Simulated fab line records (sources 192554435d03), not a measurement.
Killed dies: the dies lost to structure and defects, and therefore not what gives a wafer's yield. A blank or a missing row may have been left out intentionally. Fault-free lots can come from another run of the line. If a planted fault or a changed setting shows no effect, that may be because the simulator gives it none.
fab line records -- flow n5-finfet
record: lots: 7, wafers: 21
route steps=1938 shown BEOL_M14@1743 MIM_BOT@1833 PASSIVATION@1901
start-h: hours from the record's opening day to when the first of the lot's shown wafers began -- wait-h: hours from the lot's prior step to this one -- " as in the row above -- L1.1+2: a single row standing in for several wafers -- - value missing, or start not given -- * or withheld: withheld -- < > ~ a bound
route shown NAME@n: a module of which the file shows steps, and the number in the route of the first -- usual: mean/standard deviation taken from wafers without a fault -- same: alike in all rows -- chamber/n: place in a boat -- sites: per-site readings -- _std_site: the values' standard deviation -- _edge_site: outer sites' mean less inner sites' -- radius-mm: how far each site lies from the wafer's centre -- mask NAME#n: copy n -- behind: tool/chamber where the wafer was last shaped -- hold: the reason the lot was held/the length of the hold in hours/how it ended -- device: which transistor (n, p or np) failed to switch -- end of line: tests run on the same wafers once the route is complete -- for a step that has no rows: nothing shown but its recipe -- killed: dies lost to structure and defects at the first sort, not the wafer's yield -- map: a wafer's dies, marking killed ones x, the rest . and places with no die _
set.NAME: the setting the step ran with; set.NAME@STEP: the setting that earlier step ran with -- model.NAME: the simulator's own value behind a step, which no gauge read
lots where settings were altered on purpose, with a table for each step and a row for each wafer
== steps ==
step: N5_BEOL_M14_PEB_26
recipe: peb-temp-c: 130, peb-time-s: 90
lot.wafer,tool,chamber,start-h,wait-h,set.peb-temp-c
L074.1+3,litho-track-04,0,224.91,0.1,130
L074.2,litho-track-04,0,224.91,0.1,127.1
L076.1+2+6,litho-track-04,0,249.94,0.1,130
L083.3+4+5,litho-track-03,0,297.11,0.0,130
L089.1+4+5,litho-track-04,0,335.62,0.1,130
L092.1+4,litho-track-04,0,351.09,0.1,132.8
L092.6,litho-track-04,0,351.09,0.1,130
L095.1+3+4,litho-track-04,0,374.39,0.1,130
L096.2,litho-track-05,0,387.94,0.0,131.6
L096.4+5,litho-track-05,0,387.94,0.0,130
step: N5_BEOL_M14_DEVELOP_27
recipe: develop-time-s: 45, rinse-liquid: diw, dry: air-spin, dev-temp-c: 21
step: N5_BEOL_M14_HARDBAKE_32
recipe: temp-c: 130, time-s: 120
step: N5_BEOL_M14_CD_MEAS_28
recipe: target-cd-nm: 284.4, landing-energy-ev: 500, detector: se-inlens
usual: cd-nm: 284.0/1.6
lot.wafer,tool,chamber,start-h,wait-h,set.peb-temp-c@BEOL_M14_PEB_26,cd-nm
L074.1,cd-sem-01,0,225.03,-,130,281.6
L074.2,cd-sem-01,0,225.03,-,127.1,266.2
L074.3,cd-sem-01,0,225.03,-,130,281.8
L076.1,cd-sem-03,0,250.05,-,130,282.9
L076.2,cd-sem-03,0,250.05,-,130,283.6
L076.6,cd-sem-03,0,250.05,-,130,284.2
L083.3,cd-sem-01,0,297.23,-,130,281.4
L083.4,cd-sem-01,0,297.23,-,130,284.9
L083.5,cd-sem-01,0,297.23,-,130,283.0
L089.1,cd-sem-03,0,335.74,-,130,283.9
L089.4,cd-sem-03,0,335.74,-,130,283.3
L089.5,cd-sem-03,0,335.74,-,130,284.5
L092.1,cd-sem-02,0,351.20,-,132.8,294.1
L092.4,cd-sem-02,0,351.20,-,132.8,295.3
L092.6,cd-sem-02,0,351.20,-,130,285.3
L095.1,cd-sem-03,0,374.50,-,130,285.3
L095.3,cd-sem-03,0,374.50,-,130,286.7
L095.4,cd-sem-03,0,374.50,-,130,283.1
L096.2,cd-sem-02,0,388.06,-,131.6,289.1
L096.4,cd-sem-02,0,388.06,-,130,283.8
L096.5,cd-sem-02,0,388.06,-,130,283.0
step: N5_BEOL_M14_DESCUM_33
recipe: chemistry: O2, time-s: 7.9, source-power-w: 50, bias-power-w: 20, pressure-mtorr: 20, rf-frequency-hz: 2.712e+07, temp-c: 40, o2-flow-sccm: 225
lot.wafer,tool,chamber,start-h,wait-h,set.peb-temp-c@BEOL_M14_PEB_26,model.BEOL_M14.cd-nm
L074.1,rie-diel-06,0,225.30,0.2,130,281.2
L074.2,rie-diel-06,2,225.30,0.2,127.1,266.4
L074.3,rie-diel-06,3,225.30,0.2,130,281.4
L076.1,rie-diel-06,3,250.31,0.2,130,283
L076.2,rie-diel-06,2,250.31,0.2,130,283.6
L076.6,rie-diel-06,0,250.31,0.2,130,284.6
L083.3,rie-diel-02,0,297.32,0.0,130,281.6
L083.4,rie-diel-02,3,297.32,0.0,130,285
L083.5,rie-diel-02,1,297.32,0.0,130,283
L089.1,rie-diel-06,0,335.82,0.0,130,283.6
L089.4,rie-diel-06,3,335.82,0.0,130,283
L089.5,rie-diel-06,2,335.82,0.0,130,285
L092.1,rie-diel-01,2,351.29,0.0,132.8,294.2
L092.4,rie-diel-01,0,351.29,0.0,132.8,295.2
L092.6,rie-diel-01,0,351.29,0.0,130,285.6
L095.1,rie-diel-02,0,374.59,0.0,130,285
L095.3,rie-diel-02,2,374.59,0.0,130,286.6
L095.4,rie-diel-02,3,374.59,0.0,130,283.2
L096.2,rie-diel-02,3,388.14,0.0,131.6,289.2
L096.4,rie-diel-02,2,388.14,0.0,130,284.2
L096.5,rie-diel-02,1,388.14,0.0,130,282.6
step: N5_BEOL_M14_ETCH_67
recipe: chemistry: CF4, target: SiARC, target-depth-a: 1430, time-s: 238.3, ion-energy-ev: 80, pressure-mtorr: 40, source-w: 545, bias-w: 36, Ar_flow_sccm: 100, cf4-flow-sccm: 100, ends: cleared
lot.wafer,tool,chamber,start-h,wait-h,set.spin-rpm@BEOL_M14_COAT_66,set.peb-temp-c@BEOL_M14_PEB_26,model.BEOL_M14.cd-nm,model.etch.depth-nm,model.coat_of_BEOL_M14_COAT_22.thk-nm
L074.1,rie-diel-06,0,225.33,0.0,1500,130,277,110.7,212
L074.2,rie-diel-06,2,225.33,0.0,1500,127.1,263,110.8,211.4
L074.3,rie-diel-06,3,225.33,0.0,1500,130,276.6,110.9,211.4
L076.1,rie-diel-06,3,250.35,0.0,1500,130,278.8,110.2,211
L076.2,rie-diel-06,2,250.35,0.0,1665,130,279.8,104.1,216.2
L076.6,rie-diel-06,0,250.35,0.0,1665,130,279.8,104.2,215.6
L083.3,rie-diel-02,0,297.35,0.0,1500,130,277.2,109.7,211.8
L083.4,rie-diel-02,3,297.35,0.0,1500,130,280,109.4,211
L083.5,rie-diel-02,1,297.35,0.0,1500,130,278.2,110.1,210.6
L089.1,rie-diel-06,0,335.86,0.0,1500,130,279.2,109.9,211.8
L089.4,rie-diel-06,3,335.86,0.0,1500,130,278.2,109.7,211.6
L089.5,rie-diel-06,2,335.86,0.0,1500,130,280.8,109.6,211.4
L092.1,rie-diel-01,2,351.33,0.0,1500,132.8,289,110.6,212.8
L092.4,rie-diel-01,0,351.33,0.0,1500,132.8,290.6,110.2,212
L092.6,rie-diel-01,0,351.33,0.0,1347,130,281.2,116.8,208.4
L095.1,rie-diel-02,0,374.62,0.0,1500,130,281.2,111,211
L095.3,rie-diel-02,2,374.62,0.0,1500,130,282.4,110.6,211.8
L095.4,rie-diel-02,3,374.62,0.0,1443,130,279.2,112.7,210
L096.2,rie-diel-02,3,388.18,0.0,1426,131.6,285,112.7,207.8
L096.4,rie-diel-02,2,388.18,0.0,1500,130,280.2,110.1,209.8
L096.5,rie-diel-02,1,388.18,0.0,1426,130,278.4,112.8,208.2
step: N5_BEOL_M14_ETCH_68
recipe: chemistry: N2/H2, target: SOC, mask-material: SiARC, source-w: 3000, bias-w: 350, temp-c: 40, time-s: 450, ion-energy-ev: 200, pressure-mtorr: 30, n2-flow-sccm: 200, h2-flow-sccm: 200
lot.wafer,tool,chamber,start-h,wait-h,set.spin-rpm@BEOL_M14_COAT_66,set.peb-temp-c@BEOL_M14_PEB_26,model.BEOL_M14.cd-nm,model.SiARC_of_BEOL_M14_COAT_66.thk-nm
L074.1,rie-diel-06,0,225.48,0.1,1500,130,276.8,65.8
L074.2,rie-diel-06,2,225.48,0.1,1500,127.1,264,65
L074.3,rie-diel-06,3,225.48,0.1,1500,130,277.2,66.4
L076.1,rie-diel-06,3,250.49,0.1,1500,130,279,65.8
L076.2,rie-diel-06,2,250.49,0.1,1665,130,281.8,59
L076.6,rie-diel-06,0,250.49,0.1,1665,130,281.6,59
L083.3,rie-diel-02,0,297.50,0.1,1500,130,276.2,65.2
L083.4,rie-diel-02,3,297.50,0.1,1500,130,280.6,65
L083.5,rie-diel-02,1,297.50,0.1,1500,130,278,65.4
L089.1,rie-diel-06,0,336.01,0.1,1500,130,278,64.8
L089.4,rie-diel-06,3,336.01,0.1,1500,130,277.8,65
L089.5,rie-diel-06,2,336.01,0.1,1500,130,283.6,64.2
L092.1,rie-diel-01,2,351.47,0.1,1500,132.8,290.2,65.8
L092.4,rie-diel-01,0,351.47,0.1,1500,132.8,289.6,65.6
L092.6,rie-diel-01,0,351.47,0.1,1347,130,280.2,72
L095.1,rie-diel-02,0,374.77,0.1,1500,130,282.6,66.6
L095.3,rie-diel-02,2,374.77,0.1,1500,130,283,67
L095.4,rie-diel-02,3,374.77,0.1,1443,130,280.6,68
L096.2,rie-diel-02,3,388.33,0.1,1426,131.6,286.8,68.6
L096.4,rie-diel-02,2,388.33,0.1,1500,130,280,66
L096.5,rie-diel-02,1,388.33,0.1,1426,130,278.8,68.6
step: N5_BEOL_M14_STRIP_69
recipe: chemistry: N2/H2, temp-c: 40, n2-flow-sccm: 200, h2-flow-sccm: 200, rf-frequency-hz: 6e+07
step: N5_BEOL_M14_TRENCH_ETCH_34
recipe: chemistry: C4F8/O2/Ar, target: SiO2, target-depth-a: 5566.5, mask-material: SOC, he-inner-torr: 15, he-outer-torr: 30, time-s: 126.9, ion-energy-ev: 800, pressure-mtorr: 20, source-w: 1905, bias-w: 2040, Ar_flow_sccm: 400, C4F8_flow_sccm: 16, O2_flow_sccm: 12
lot.wafer,tool,chamber,start-h,wait-h,set.peb-temp-c@BEOL_M14_PEB_26,model.BEOL_M14.cd-nm
L074.1,rie-diel-06,0,225.75,0.0,130,276.2
L074.2,rie-diel-06,2,225.75,0.0,127.1,263.8
L074.3,rie-diel-06,3,225.75,0.0,130,277
L076.1,rie-diel-06,3,250.77,0.0,130,279
L076.2,rie-diel-06,2,250.77,0.0,130,281.8
L076.6,rie-diel-06,0,250.77,0.0,130,281.2
L083.3,rie-diel-02,0,297.77,0.0,130,276.4
L083.4,rie-diel-02,3,297.77,0.0,130,280.6
L083.5,rie-diel-02,1,297.77,0.0,130,278.2
L089.1,rie-diel-06,0,336.28,0.0,130,278
L089.4,rie-diel-06,3,336.28,0.0,130,277.6
L089.5,rie-diel-06,2,336.28,0.0,130,283.8
L092.1,rie-diel-01,2,351.75,0.0,132.8,290.6
L092.4,rie-diel-01,0,351.75,0.0,132.8,289.6
L092.6,rie-diel-01,0,351.75,0.0,130,280
L095.1,rie-diel-02,0,375.04,0.0,130,283
L095.3,rie-diel-02,2,375.04,0.0,130,283.4
L095.4,rie-diel-02,3,375.04,0.0,130,280.4
L096.2,rie-diel-02,3,388.60,0.0,131.6,286.4
L096.4,rie-diel-02,2,388.60,0.0,130,280.6
L096.5,rie-diel-02,1,388.60,0.0,130,279.2
step: N5_MIM_BOT_SPUTTER_00
recipe: material: TiN, target-thk-a: 350, temp-c: 200, power-w: 3000, chamber-pressure-pa: 0.49996, gas: Ar, reactive-partial-pa: 0.37997, time-s: 89.7
lot.wafer,tool,chamber,start-h,wait-h,set.power-w,model.TiN_of_MIM_BOT_SPUTTER_00.thk-nm
L074.1,pvd-sputter-03,-,236.34,0.0,3000,35
L074.2+3,pvd-sputter-03,-,236.34,0.0,2815,32.6
L076.1,pvd-sputter-01,-,264.11,0.0,3000,35.2
L076.2,pvd-sputter-01,-,264.11,0.0,3000,34.8
L076.6,pvd-sputter-01,-,264.11,0.0,3000,35
L083.3,pvd-sputter-03,-,310.75,0.0,3000,34.8
L083.4,pvd-sputter-03,-,310.75,0.0,2819,32.8
L083.5,pvd-sputter-03,-,310.75,0.0,2819,33.4
L089.1+4,pvd-sputter-03,-,347.83,0.0,3000,35
L089.5,pvd-sputter-03,-,347.83,0.0,3000,35.4
L092.1+6,pvd-sputter-03,-,365.36,0.0,3000,34.8
L092.4,pvd-sputter-03,-,365.36,0.0,3282,38
L095.1,pvd-sputter-03,-,387.52,0.0,3242,37.6
L095.3+4,pvd-sputter-03,-,387.52,0.0,3242,37.8
L096.2,pvd-sputter-02,-,400.71,0.0,3000,34.6
L096.4,pvd-sputter-02,-,400.71,0.0,3000,35
L096.5,pvd-sputter-02,-,400.71,0.0,3000,35.2
step: N5_PASSIVATION_EXPOSE_27
recipe: mask-id: PAD, na: 0.55, source-shape: conventional, sigma-outer: 0.8, polarization: unpolarized, defocus-nm: 0, dose-mj: 32.3
lot.wafer,tool,chamber,start-h,wait-h,mask,set.dose-mj
L074.1+3,krf-scanner-02,0,242.85,-,PAD#0,31.19
L074.2,krf-scanner-02,0,242.85,-,PAD#0,32.3
L076.1+2,krf-scanner-01,0,271.91,-,PAD#0,30.83
L076.6,krf-scanner-01,0,271.91,-,PAD#0,32.3
L083.3+4+5,krf-scanner-02,0,317.94,-,PAD#0,32.3
L089.1+4+5,krf-scanner-01,0,353.93,-,PAD#0,32.3
L092.1+6,krf-scanner-02,0,371.60,-,PAD#0,31.47
L092.4,krf-scanner-02,0,371.60,-,PAD#0,32.3
L095.1+3+4,krf-scanner-01,0,392.76,-,PAD#0,32.3
L096.2,krf-scanner-01,0,409.56,-,PAD#0,33.88
L096.4+5,krf-scanner-01,0,409.56,-,PAD#0,32.3
step: N5_PASSIVATION_PEB_28
recipe: peb-temp-c: withheld, peb-time-s: *
step: N5_PASSIVATION_DEVELOP_29
recipe: develop-time-s: 60, rinse-liquid: diw, dry: air-spin, dev-temp-c: 21
step: N5_PASSIVATION_HARDBAKE_31
recipe: temp-c: 130, time-s: 120
step: N5_PASSIVATION_CD_MEAS_30
recipe: target-cd-nm: 4000, landing-energy-ev: 500, detector: se-inlens, polarity: opening
usual: cd-nm: 4001.0/1.7
lot.wafer,tool,chamber,start-h,wait-h,set.dose-mj@PASSIVATION_EXPOSE_27,cd-nm
L074.1,cd-sem-01,0,243.02,-,31.19,3994.6
L074.2,cd-sem-01,0,243.02,-,32.3,3999.3
L074.3,cd-sem-01,0,243.02,-,31.19,3993.9
L076.1,cd-sem-02,0,272.09,-,30.83,3993.7
L076.2,cd-sem-02,0,272.09,-,30.83,3993.7
L076.6,cd-sem-02,0,272.09,-,32.3,4002.2
L083.3,cd-sem-01,0,318.10,-,32.3,4003.4
L083.4,cd-sem-01,0,318.10,-,32.3,4002.9
L083.5,cd-sem-01,0,318.10,-,32.3,4002.5
L089.1,cd-sem-02,0,354.11,-,32.3,4002.6
L089.4,cd-sem-02,0,354.11,-,32.3,4002.0
L089.5,cd-sem-02,0,354.11,-,32.3,3999.7
L092.1,cd-sem-02,0,371.78,-,31.47,3997.6
L092.4,cd-sem-02,0,371.78,-,32.3,4000.8
L092.6,cd-sem-02,0,371.78,-,31.47,3996.2
L095.1,cd-sem-01,0,392.94,-,32.3,4002.6
L095.3,cd-sem-01,0,392.94,-,32.3,4000.6
L095.4,cd-sem-01,0,392.94,-,32.3,4000.2
L096.2,cd-sem-03,0,409.73,-,33.88,4010.2
L096.4,cd-sem-03,0,409.73,-,32.3,3999.2
L096.5,cd-sem-03,0,409.73,-,32.3,3999.2
step: N5_PASSIVATION_ETCH_54
recipe: chemistry: CHF3/O2, target: SiO2, target-depth-a: 8800, CHF3_flow_sccm: 50, O2_flow_sccm: 5, Ar_flow_sccm: 200, time-s: 440, mask-material: PR, pressure-mtorr: 30, source-w: 650, bias-w: 170, ion-energy-ev: 200
usual: rf-vpp-V: 524/4.9
lot.wafer,tool,chamber,start-h,wait-h,set.source-w,rf-vpp-V
L074.1,rie-diel-01,1,245.58,0.1,691.2,508
L074.2,rie-diel-01,2,245.58,0.1,650,520
L074.3,rie-diel-01,3,245.58,0.1,650,525
L076.1,rie-diel-02,3,275.44,0.2,650,522
L076.2,rie-diel-02,0,275.44,0.2,650,518
L076.6,rie-diel-02,3,275.44,0.2,650,523
L083.3,rie-diel-02,3,320.82,0.1,650,522
L083.4,rie-diel-02,0,320.82,0.1,650,516
L083.5,rie-diel-02,1,320.82,0.1,650,522
L089.1,rie-diel-02,3,357.19,0.1,650,522
L089.4,rie-diel-02,0,357.19,0.1,650,516
L089.5,rie-diel-02,1,357.19,0.1,650,521
L092.1,rie-diel-06,1,374.10,0.1,650,523
L092.4,rie-diel-06,3,374.10,0.1,650,534
L092.6,rie-diel-06,2,374.10,0.1,570.1,564
L095.1,rie-diel-01,2,395.15,0.1,597.7,541
L095.3,rie-diel-01,0,395.15,0.1,650,522
L095.4,rie-diel-01,3,395.15,0.1,597.7,548
L096.2,rie-diel-06,1,412.04,0.1,650,524
L096.4,rie-diel-06,2,412.04,0.1,650,527
L096.5,rie-diel-06,0,412.04,0.1,650,530
== key ==
split: step: N5_BEOL_M14_PEB_26, setting: peb-temp-c, stated: 130, by: wafer
response: step: N5_BEOL_M14_CD_MEAS_28, reading: cd-nm, change: +5.56, per: 1%, r: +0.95
response: step: N5_BEOL_M14_DESCUM_33, reading: model.BEOL_M14.cd-nm, change: +5.39, per: 1%, r: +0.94
response: step: N5_BEOL_M14_ETCH_67, reading: model.BEOL_M14.cd-nm, change: +5.06, per: 1%, r: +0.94
response: step: N5_BEOL_M14_ETCH_68, reading: model.BEOL_M14.cd-nm, change: +5.3, per: 1%, r: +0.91
response: step: N5_BEOL_M14_TRENCH_ETCH_34, reading: model.BEOL_M14.cd-nm, change: +5.24, per: 1%, r: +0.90
split: step: N5_MIM_BOT_SPUTTER_00, setting: power-w, stated: 3000, by: wafer
response: step: N5_MIM_BOT_SPUTTER_00, reading: model.TiN_of_MIM_BOT_SPUTTER_00.thk-nm, change: +0.339, per: 1%, r: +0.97
split: step: N5_PASSIVATION_EXPOSE_27, setting: dose-mj, stated: 32.3, by: wafer
response: step: N5_PASSIVATION_CD_MEAS_30, reading: cd-nm, change: +1.91, per: 1%, r: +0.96
split: step: N5_PASSIVATION_ETCH_54, setting: source-w, stated: 650, by: wafer
response: step: N5_PASSIVATION_ETCH_54, reading: rf-vpp-V, change: -2.76, per: 1%, r: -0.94
split outside-this-file step=N5_BEOL_M14_COAT_66 setting=spin-rpm
split outside-this-file: this setting was split too, and the file shows its column; the key of that split is in another file
